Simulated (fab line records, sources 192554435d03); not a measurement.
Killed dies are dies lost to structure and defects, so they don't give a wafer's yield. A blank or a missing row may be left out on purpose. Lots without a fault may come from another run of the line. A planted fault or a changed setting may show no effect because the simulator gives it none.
Chamber matching | flow n5_finfet | N5_BEOL_M5_CO_CAP_78 on cvd_co-02: 3 sister chambers
The step material Co, precursor CCTBA/H2, target thk 2 nm, time 102.1 s. 3 wafers are shown with their chamber, then 12 later ones without.

WAFERS WITH THEIR CHAMBER
wafer  | chamber | heater_power_w (W)
L092.4 | 2       | 264
L094.4 | 0       | 255
L094.6 | 1       | 259

WAFERS WITHOUT THEIR CHAMBER
wafer  | heater_power_w (W)
L095.1 | 250
L095.2 | 257
L095.4 | 256
L096.1 | 254
L096.5 | 251
L096.6 | 247
L097.1 | 256
L097.2 | 251
L097.3 | 251
L097.4 | 250
L097.5 | 254
L097.6 | 270

WHICH CHAMBER EACH WENT THROUGH
wafer  | from the rows above          | in truth
L095.1 | can't be placed: 0 or 1      | 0
L095.2 | can't be placed: 0 or 1 or 2 | 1
L095.4 | can't be placed: 0 or 1 or 2 | 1
L096.1 | can't be placed: 0 or 1      | 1
L096.5 | can't be placed: 0 or 1      | 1
L096.6 | can't be placed: 0 or 1      | 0
L097.1 | can't be placed: 0 or 1 or 2 | 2
L097.2 | can't be placed: 0 or 1      | 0
L097.3 | can't be placed: 0 or 1      | 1
L097.4 | can't be placed: 0 or 1      | 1
L097.5 | can't be placed: 0 or 1      | 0
L097.6 | can't be placed: 2 or 1      | 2
Placed correctly: 0 of 12. Can't be placed from these rows: 12 (the true chamber is among the candidates in 12). Placed wrongly: 0.
How it was worked out, from the rows above alone: a wafer's distance from a chamber is the root of the sum, over the readings, of the square of ((its reading less the chamber's mean) divided by the reading's scatter). The wafer belongs to the nearest chamber; if the next one is less than 2 further off, it can't be placed. A chamber's mean is the mean of its shown wafers. The scatter: with one shown wafer a chamber, the root of the mean of the squares of how far each hidden wafer lies from its nearest shown one.
